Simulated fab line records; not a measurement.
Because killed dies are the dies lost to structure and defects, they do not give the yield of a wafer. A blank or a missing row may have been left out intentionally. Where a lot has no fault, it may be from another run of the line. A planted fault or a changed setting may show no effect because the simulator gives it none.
fab line records ; flow nand_harc
record lots=13; wafers=39; last_day=24
route steps=1159 shown P_M1@308
lots untouched by any fault: they come from a run of this same line in which no faults occurred
start_h: the number of hours between the record's first day and the start of the first shown wafer of the lot ; wait_h: hours from the lot's prior step to this one ; " the same as in the row above ; L1.1+2: a single row standing in for several wafers ; - value missing, or start not given ; * or withheld: withheld ; < > ~ a bound
route shown NAME@n: a module of which the file shows steps, and the number in the route of the first ; usual: mean and standard deviation over wafers with no fault ; same: alike in all rows ; chamber/n: place in a boat ; sites: readings site by site ; _std_site: the values' standard deviation ; _edge_site: outer sites' mean less inner sites' ; radius_mm: how far each site lies from the wafer's centre ; mask NAME#n: copy n ; behind: the last tool/chamber to shape the wafer ; hold: why the lot went on hold/how many hours it stayed there/how the hold came to an end ; device: the n, p or np transistor that did not switch ; end of line: the same wafers' tests at the end of the route ; a step without rows: its recipe alone ; killed: the dies lost at the first sort to structure and to defects; this is not the yield of the wafer ; map: the dies of a wafer, with x for killed, . for not killed, _ for no die there
set.NAME: the setting the step ran with; set.NAME@STEP: the setting that earlier step ran with ; model.NAME: the simulator's own value behind a step, which no gauge read
the route's steps for a sample of lots (tables are steps, rows are wafers)
services: a tool's chamber out of use, with start hour (start_h, from the record's first day; less than 0 if before it), hours out, and reason
## steps
# step NHARC_P_M1_PVD_21
# recipe target_thk_a=300; chamber_pressure_pa=5; power_w=5000; substrate_temp_c=30; time_s=20.49; material=Cu
# usual substrate_temp_c=30.00/0.12; throttle_valve_pct=30.1/0.74
lot.wafer;tool;chamber;start_h;wait_h;substrate_temp_c;throttle_valve_pct
L420.3;pvd_sputter-02;-;-;-;29.81;29.9
L420.1;pvd_sputter-02;-;-;-;30.11;29.1
L420.5;pvd_sputter-02;-;-;-;30.00;31.1
L422.2;pvd_sputter-01;-;-;-;29.88;30.2
L422.4;pvd_sputter-01;-;-;-;29.94;30.6
L422.3;pvd_sputter-01;-;-;-;30.09;31.3
L421.3;pvd_sputter-02;-;-;-;29.84;30.2
L421.1;pvd_sputter-02;-;-;-;30.00;30.9
L421.2;pvd_sputter-02;-;-;-;29.90;28.9
L423.1;pvd_sputter-01;-;-;-;29.80;30.4
L423.6;pvd_sputter-01;-;-;-;30.12;30.3
L423.5;pvd_sputter-01;-;-;-;29.95;30.6
L424.4;pvd_sputter-02;-;-;-;30.14;28.8
L424.5;pvd_sputter-02;-;-;-;30.04;30.8
L424.6;pvd_sputter-02;-;-;-;30.06;28.8
L425.1;pvd_sputter-01;-;-;-;30.03;29.9
L425.2;pvd_sputter-01;-;-;-;30.41;30.2
L425.3;pvd_sputter-01;-;-;-;30.15;30.6
L426.1;pvd_sputter-02;-;-;-;30.09;31.0
L426.4;pvd_sputter-02;-;-;-;30.12;28.8
L426.5;pvd_sputter-02;-;-;-;30.21;29.9
L428.4;pvd_sputter-03;-;-;-;29.82;28.8
L428.3;pvd_sputter-03;-;-;-;30.09;30.6
L428.6;pvd_sputter-03;-;-;-;30.05;28.9
L436.1;pvd_sputter-01;-;-;-;30.04;30.4
L436.2;pvd_sputter-01;-;-;-;30.14;30.6
L436.6;pvd_sputter-01;-;-;-;30.03;30.6
L439.1;pvd_sputter-02;-;-;-;29.99;28.9
L439.3;pvd_sputter-02;-;-;-;29.79;30.3
L439.2;pvd_sputter-02;-;-;-;29.91;30.4
L440.2;pvd_sputter-01;-;-;-;29.85;30.5
L440.1;pvd_sputter-01;-;-;-;30.20;30.3
L440.6;pvd_sputter-01;-;-;-;29.82;30.5
L443.4;pvd_sputter-01;-;-;-;29.95;29.7
L443.3;pvd_sputter-01;-;-;-;30.12;30.9
L443.6;pvd_sputter-01;-;-;-;29.94;30.4
L442.2;pvd_sputter-02;-;-;-;29.98;30.3
L442.6;pvd_sputter-02;-;-;-;29.88;31.6
L442.5;pvd_sputter-02;-;-;-;29.91;29.1
# step NHARC_P_M1_ECD_22
# recipe target_thk_a=4000; bath_temp_c=25; material=Cu
lot.wafer;tool;chamber;start_h;wait_h
L420.1+3+5;ecd_cu-01;0;121.55;-
L422.2+4+3;ecd_cu-02;1,0,1;132.31;-
L421.2+1+3;ecd_cu-01;1,0,0;132.60;-
L423.1+6+5;ecd_cu-01;0,0,1;142.02;-
L424.4+6+5;ecd_cu-02;0,0,1;149.92;-
L425.1+2+3;ecd_cu-02;1,0,0;150.26;-
L426.1+4+5;ecd_cu-02;0,1,1;163.97;-
L428.4+3+6;ecd_cu-02;1,0,1;176.58;-
L436.1+2+6;ecd_cu-01;0,1,1;217.42;-
L439.1+2+3;ecd_cu-01;0,1,1;228.34;-
L440.1+2+6;ecd_cu-01;0,1,1;243.87;-
L443.3+4+6;ecd_cu-01;1,0,0;249.35;-
L442.2+5+6;ecd_cu-01;1,0,1;250.05;-
# step NHARC_P_M1_CMP_23
# recipe t_overpolish_s=20; target_thk_nm=157.82
# usual motor_current_A=12.5/1; time_to_endpoint_s=28.3/1.8
lot.wafer;tool;chamber;start_h;wait_h;motor_current_A;time_to_endpoint_s
L420.1;cmp-03;2;122.28;-;12.7;29.5
L420.3;cmp-03;3;122.28;-;13.0;28.0
L420.5;cmp-03;2;122.28;-;11.9;27.3
L422.2;cmp-01;2;133.04;-;14.6;26.2
L422.3;cmp-01;3;133.04;-;12.6;26.9
L422.4;cmp-01;0;133.04;-;11.8;27.8
L421.3;cmp-03;2;133.37;-;11.7;28.1
L421.1;cmp-03;3;133.37;-;12.7;28.1
L421.2;cmp-03;0;133.37;-;13.4;26.4
L423.1;cmp-04;2;142.80;-;12.1;28.5
L423.6;cmp-04;1;142.80;-;11.6;29.4
L423.5;cmp-04;2;142.80;-;12.5;31.7
L424.4;cmp-03;3;150.60;-;12.6;30.9
L424.5;cmp-03;1;150.60;-;12.8;30.2
L424.6;cmp-03;2;150.60;-;12.9;30.7
L425.2;cmp-04;3;150.98;-;12.6;28.6
L425.1;cmp-04;0;150.98;-;10.9;28.2
L425.3;cmp-04;2;150.98;-;12.1;26.7
L426.4;cmp-04;1;164.72;-;11.7;26.0
L426.1;cmp-04;3;164.72;-;12.8;27.4
L426.5;cmp-04;0;164.72;-;10.4;29.7
L428.4;cmp-01;1;177.23;-;13.4;29.8
L428.3;cmp-01;2;177.23;-;14.7;13.9
L428.6;cmp-01;0;177.23;-;11.8;29.2
L436.1;cmp-04;1;218.21;-;12.1;29.6
L436.2;cmp-04;2;218.21;-;12.6;28.2
L436.6;cmp-04;0;218.21;-;11.0;31.3
L439.2;cmp-03;3;229.22;-;13.1;28.1
L439.1;cmp-03;1;229.22;-;13.4;26.3
L439.3;cmp-03;2;229.22;-;12.3;28.7
L440.2;cmp-01;3;244.62;-;11.7;26.1
L440.1;cmp-01;0;244.62;-;12.3;29.5
L440.6;cmp-01;2;244.62;-;14.7;27.8
L443.3;cmp-03;1;250.03;-;12.7;29.4
L443.4;cmp-03;2;250.03;-;12.0;28.0
L443.6;cmp-03;0;250.03;-;13.2;30.2
L442.2;cmp-04;2;250.78;-;12.0;26.9
L442.6;cmp-04;0;250.78;-;10.6;30.1
L442.5;cmp-04;1;250.78;-;12.3;26.9
# step NHARC_P_M1_PRE_CLEAN_32
# recipe time_s=12; temp_c=370; rf_power_w=300; gas=NH3
# usual heater_power_w=648/83; rf_fwd_power_W=292.6/0.89
lot.wafer;tool;chamber;start_h;wait_h;heater_power_w;rf_fwd_power_W
L420.1;pecvd-04;2;122.88;0.1;572;291.4
L420.3;pecvd-04;0;122.88;0.1;564;293.1
L420.5;pecvd-04;0;122.88;0.1;540;293.7
L422.3;pecvd-04;0;133.55;0.1;559;291.6
L422.2;pecvd-04;2;133.55;0.1;557;292.2
L422.4;pecvd-04;1;133.55;0.1;813;294.2
L421.3;pecvd-02;1;133.88;0.1;534;291.5
L421.1;pecvd-02;2;133.88;0.1;676;293.8
L421.2;pecvd-02;0;133.88;0.1;588;292.8
L423.1;pecvd-03;2;143.32;0.1;689;293.4
L423.6;pecvd-03;1;143.32;0.1;655;292.6
L423.5;pecvd-03;0;143.32;0.1;717;293.4
L424.5;pecvd-04;1;151.12;0.1;807;292.3
L424.6;pecvd-04;2;151.12;0.1;529;292.1
L424.4;pecvd-04;0;151.12;0.1;501;292.3
L425.1;pecvd-03;2;151.53;0.1;711;294.1
L425.2;pecvd-03;0;151.53;0.1;710;292.8
L425.3;pecvd-03;1;151.53;0.1;626;292.2
L426.1;pecvd-04;0;165.24;0.1;538;293.0
L426.4;pecvd-04;2;165.24;0.1;590;293.4
L426.5;pecvd-04;0;165.24;0.1;532;291.5
L428.3;pecvd-03;1;177.74;0.1;658;292.0
L428.6;pecvd-03;1;177.74;0.1;642;291.1
L428.4;pecvd-03;0;177.74;0.1;784;292.7
L436.1;pecvd-03;0;218.70;0.1;718;292.2
L436.2;pecvd-03;1;218.70;0.1;623;293.2
L436.6;pecvd-03;0;218.70;0.1;736;291.9
L439.2;pecvd-02;1;229.79;0.1;612;292.4
L439.3;pecvd-02;2;229.79;0.1;565;293.8
L439.1;pecvd-02;0;229.79;0.1;583;292.3
L440.1;pecvd-02;2;245.15;0.1;634;292.9
L440.2;pecvd-02;0;245.15;0.1;633;291.2
L440.6;pecvd-02;1;245.15;0.1;557;294.4
L443.3;pecvd-02;1;250.54;0.1;618;292.5
L443.6;pecvd-02;2;250.54;0.1;662;293.2
L443.4;pecvd-02;0;250.54;0.1;620;293.1
L442.2;pecvd-03;2;251.27;0.1;784;293.3
L442.5;pecvd-03;1;251.27;0.1;654;293.5
L442.6;pecvd-03;2;251.27;0.1;775;292.6
# step NHARC_P_M1_DEP_33
# recipe target_thk_a=300; temp_c=370; target_thk_nm=30; pressure_torr=3; flow_sccm=200; rf_w=450; material=SiCN
# usual heater_power_w=598/90; rf_fwd_power_W=449.1/1.4
lot.wafer;tool;chamber;start_h;wait_h;heater_power_w;rf_fwd_power_W
L420.1;pecvd-04;2;122.96;0.1;463;448.7
L420.3;pecvd-04;0;122.96;0.1;422;449.1
L420.5;pecvd-04;0;122.96;0.1;431;448.6
L422.3;pecvd-04;0;133.63;0.1;434;448.9
L422.2;pecvd-04;2;133.63;0.1;421;447.1
L422.4;pecvd-04;1;133.63;0.1;695;449.3
L421.3;pecvd-02;1;133.96;0.1;479;449.5
L421.1;pecvd-02;2;133.96;0.1;563;447.7
L421.2;pecvd-02;0;133.96;0.1;536;451.2
L423.1;pecvd-03;2;143.43;0.1;679;449.8
L423.6;pecvd-03;1;143.43;0.1;588;449.4
L423.5;pecvd-03;0;143.43;0.1;727;447.5
L424.5;pecvd-04;1;151.29;0.2;729;447.3
L424.6;pecvd-04;2;151.29;0.2;518;451.3
L424.4;pecvd-04;0;151.29;0.2;470;447.9
L425.1;pecvd-03;2;151.61;0.1;643;447.3
L425.2;pecvd-03;0;151.61;0.1;636;449.0
L425.3;pecvd-03;1;151.61;0.1;571;449.6
L426.1;pecvd-04;0;165.35;0.1;422;447.7
L426.4;pecvd-04;2;165.35;0.1;514;447.6
L426.5;pecvd-04;0;165.35;0.1;429;448.6
L428.3;pecvd-03;1;177.82;0.1;608;448.0
L428.6;pecvd-03;1;177.82;0.1;629;450.2
L428.4;pecvd-03;0;177.82;0.1;651;451.9
L436.1;pecvd-03;0;218.81;0.1;705;449.0
L436.2;pecvd-03;1;218.81;0.1;634;448.5
L436.6;pecvd-03;0;218.81;0.1;587;451.5
L439.2;pecvd-02;1;229.87;0.1;611;448.5
L439.3;pecvd-02;2;229.87;0.1;614;447.9
L439.1;pecvd-02;0;229.87;0.1;590;450.5
L440.1;pecvd-02;2;245.26;0.1;564;450.6
L440.2;pecvd-02;0;245.26;0.1;607;447.3
L440.6;pecvd-02;1;245.26;0.1;617;447.5
L443.3;pecvd-02;1;250.62;0.1;535;449.9
L443.6;pecvd-02;2;250.62;0.1;576;446.6
L443.4;pecvd-02;0;250.62;0.1;619;449.7
L442.2;pecvd-03;2;251.38;0.1;706;447.4
L442.5;pecvd-03;1;251.38;0.1;530;448.7
L442.6;pecvd-03;2;251.38;0.1;708;449.4
## services
tool;chamber;start_h;hours;kind
cmp-04;-;105.00;4.0;pm
pecvd-03;-;111.15;13.0;pm
pvd_sputter-02;-;125.19;1.9;repair
ecd_cu-01;-;127.59;0.4;repair
pecvd-02;-;153.07;13.0;pm
cmp-03;-;156.00;4.0;pm
cmp-01;-;162.87;1.7;repair
cmp-01;-;166.60;0.9;repair
pvd_sputter-01;-;175.48;5.0;repair
cmp-03;-;179.77;0.4;repair
ecd_cu-02;-;180.21;8.0;pm
cmp-01;-;183.12;4.0;pm
pecvd-04;-;195.11;13.0;pm
pvd_sputter-02;-;199.40;1.1;repair
ecd_cu-02;-;201.23;0.3;repair
cmp-04;-;203.00;4.0;pm
cmp-01;-;212.17;0.9;repair
pvd_sputter-02;-;214.00;10.0;pm
cmp-03;-;223.96;1.6;repair
pecvd-03;1;230.01;7.7;repair
pvd_sputter-02;-;232.15;3.7;repair
cmp-01;-;234.57;0.2;repair
cmp-04;-;238.24;1.5;repair
pvd_sputter-02;-;250.75;45.5;repair
## key
first_sign step=NHARC_P_M1_CMP_23; reading=time_to_endpoint_s; direction=down; sigmas=7.9; usual=*; struck=*
effect none on later readings
met_at NHARC_P_M1_ECD_22
struck_lots L428
struck_wafers L428.3
later_rows_left_out L428.3
sort_left_out L428.3
not_acting_at NHARC_P_M1_PVD_21,NHARC_P_M1_PRE_CLEAN_32,NHARC_P_M1_DEP_33
onset_between 163.97 176.58
fault kind=process_parameter_drift; tool=ecd_cu-02; chamber=-; onset_h=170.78; steps=NHARC_P_M1_ECD_22; channel=target_thk_a; offset=*; shape=step; end_h=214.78; scope=struck_wafers_only; acts_in=*; stated=*
# sort_left_out: the simulated sort isn't trusted on such a fault, so these wafers' sort isn't shown, and their yield isn't known
# later_rows_left_out: the simulator's readings of these wafers behind a module that went badly wrong aren't trusted and aren't shown, but for the sort
